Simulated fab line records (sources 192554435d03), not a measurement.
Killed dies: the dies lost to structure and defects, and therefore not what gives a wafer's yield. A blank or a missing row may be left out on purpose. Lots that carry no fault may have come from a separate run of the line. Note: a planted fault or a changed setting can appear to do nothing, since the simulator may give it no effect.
Chamber matching :: flow n5 finfet :: N5_BEOL_M14_DEP_53 on pecvd-04 has 3 sister chambers
The step deposits SiCN from 3MS/NH3, target thk 50 nm, time 17.8 s. 16 wafers are shown with their chamber, then 8 later ones without.

EACH WAFER AND ITS CHAMBER
wafer: L076.2
chamber: 0
throttle valve pct (%): 19.3
showerhead plenum p Torr (Torr): 4.156

wafer: L076.5
chamber: 2
throttle valve pct (%): 16.8
showerhead plenum p Torr (Torr): 4.182

wafer: L076.6
chamber: 0
throttle valve pct (%): 19.1
showerhead plenum p Torr (Torr): 4.165

wafer: L078.2
chamber: 2
throttle valve pct (%): 16.3
showerhead plenum p Torr (Torr): 4.170

wafer: L078.3
chamber: 1
throttle valve pct (%): 17.9
showerhead plenum p Torr (Torr): 4.138

wafer: L078.6
chamber: 2
throttle valve pct (%): 16.3
showerhead plenum p Torr (Torr): 4.181

wafer: L080.1
chamber: 0
throttle valve pct (%): 19.4
showerhead plenum p Torr (Torr): 4.166

wafer: L080.4
chamber: 0
throttle valve pct (%): 19.2
showerhead plenum p Torr (Torr): 4.175

wafer: L080.5
chamber: 1
throttle valve pct (%): 18.3
showerhead plenum p Torr (Torr): 4.124

wafer: L081.3
chamber: 1
throttle valve pct (%): 18.3
showerhead plenum p Torr (Torr): 4.127

wafer: L081.4
chamber: 1
throttle valve pct (%): 17.9
showerhead plenum p Torr (Torr): 4.122

wafer: L081.6
chamber: 2
throttle valve pct (%): 16.6
showerhead plenum p Torr (Torr): 4.176

wafer: L084.3
chamber: 1
throttle valve pct (%): 18.1
showerhead plenum p Torr (Torr): 4.120

wafer: L084.4
chamber: 1
throttle valve pct (%): 18.3
showerhead plenum p Torr (Torr): 4.133

wafer: L084.6
chamber: 2
throttle valve pct (%): 16.5
showerhead plenum p Torr (Torr): 4.177

wafer: L089.2
chamber: 1
throttle valve pct (%): 18.3
showerhead plenum p Torr (Torr): 4.124

SIGNATURES (means of the wafers above)
reading: throttle valve pct
chamber 0: 19.250
chamber 1: 18.157
chamber 2: 16.500
scatter within a chamber: 0.185

reading: showerhead plenum p Torr
chamber 0: 4.16550
chamber 1: 4.12686
chamber 2: 4.17720
scatter within a chamber: 0.00633
Rule: a wafer lies at a distance from a chamber equal to the root of the sum of squares, over the readings, of (its reading less the chamber's mean, divided by the reading's scatter). The wafer belongs to the nearest chamber; if the next one is less than 2 further off, it can't be placed. The scatter: take each reading less its chamber's mean, square it, sum over the shown wafers, divide by the number of wafers less the number of chambers, and take the root.

WAFERS WITH NO CHAMBER GIVEN
wafer: L089.4
throttle valve pct (%): 18.3
showerhead plenum p Torr (Torr): 4.133

wafer: L089.5
throttle valve pct (%): 16.6
showerhead plenum p Torr (Torr): 4.172

wafer: L092.1
throttle valve pct (%): 16.8
showerhead plenum p Torr (Torr): 4.179

wafer: L092.2
throttle valve pct (%): 18.1
showerhead plenum p Torr (Torr): 4.126

wafer: L092.3
throttle valve pct (%): 19.2
showerhead plenum p Torr (Torr): 4.166

wafer: L094.3
throttle valve pct (%): 16.7
showerhead plenum p Torr (Torr): 4.177

wafer: L094.5
throttle valve pct (%): 19.5
showerhead plenum p Torr (Torr): 4.155

wafer: L094.6
throttle valve pct (%): 18.0
showerhead plenum p Torr (Torr): 4.129

WHICH CHAMBER EACH WENT THROUGH
wafer: L089.4
from the rows above: 1
in truth: 1

wafer: L089.5
from the rows above: 2
in truth: 2

wafer: L092.1
from the rows above: 2
in truth: 2

wafer: L092.2
from the rows above: 1
in truth: 1

wafer: L092.3
from the rows above: 0
in truth: 0

wafer: L094.3
from the rows above: 2
in truth: 2

wafer: L094.5
from the rows above: 0
in truth: 0

wafer: L094.6
from the rows above: 1
in truth: 1
8 of 8 placed correctly. Left unplaced by these rows: 0. 0 placed wrongly.
